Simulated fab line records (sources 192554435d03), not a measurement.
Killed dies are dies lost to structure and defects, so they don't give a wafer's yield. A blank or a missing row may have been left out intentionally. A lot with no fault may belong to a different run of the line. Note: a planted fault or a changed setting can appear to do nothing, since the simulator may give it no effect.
Chamber matching :: flow n5_finfet :: rie_diel-05 running N5_MOL_CONTACT_COAG_ETCH_47: 3 sister chambers
The step etches SiNx in CH3F/O2, stops on W, target depth 27 nm. 3 wafers are shown with their chamber, then 5 later ones without.

WAFERS, EACH WITH ITS CHAMBER
wafer: L081.1
chamber: 1
throttle_valve_pct (%): 16.82

wafer: L081.6
chamber: 0
throttle_valve_pct (%): 15.89

wafer: L082.5
chamber: 3
throttle_valve_pct (%): 16.05

WAFERS WITH NO CHAMBER GIVEN
wafer: L092.1
throttle_valve_pct (%): 15.93

wafer: L092.4
throttle_valve_pct (%): 16.89

wafer: L092.6
throttle_valve_pct (%): 15.92

wafer: L093.3
throttle_valve_pct (%): 16.09

wafer: L093.5
throttle_valve_pct (%): 16.88

CHAMBER TAKEN BY EACH
wafer: L092.1
from the rows above: can't be placed: 0 or 3
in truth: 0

wafer: L092.4
from the rows above: 1
in truth: 1

wafer: L092.6
from the rows above: can't be placed: 0 or 3
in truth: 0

wafer: L093.3
from the rows above: 3
in truth: 3

wafer: L093.5
from the rows above: 1
in truth: 1
Correct placement for 3 of the 5. Cannot be placed on the basis of these rows: 2; the candidates contain the true chamber in 2. 0 placed wrongly.
How it was worked out, from the rows above alone: a wafer's distance from a chamber is the root of the sum, over the readings, of the square of ((its reading less the chamber's mean) divided by the reading's scatter). The wafer belongs to the nearest chamber; if the next one is less than 2 further off, it can't be placed. The mean given for a chamber averages the wafers shown for that chamber. The scatter: with one shown wafer a chamber, the root of the mean of the squares of how far each hidden wafer lies from its nearest shown one.
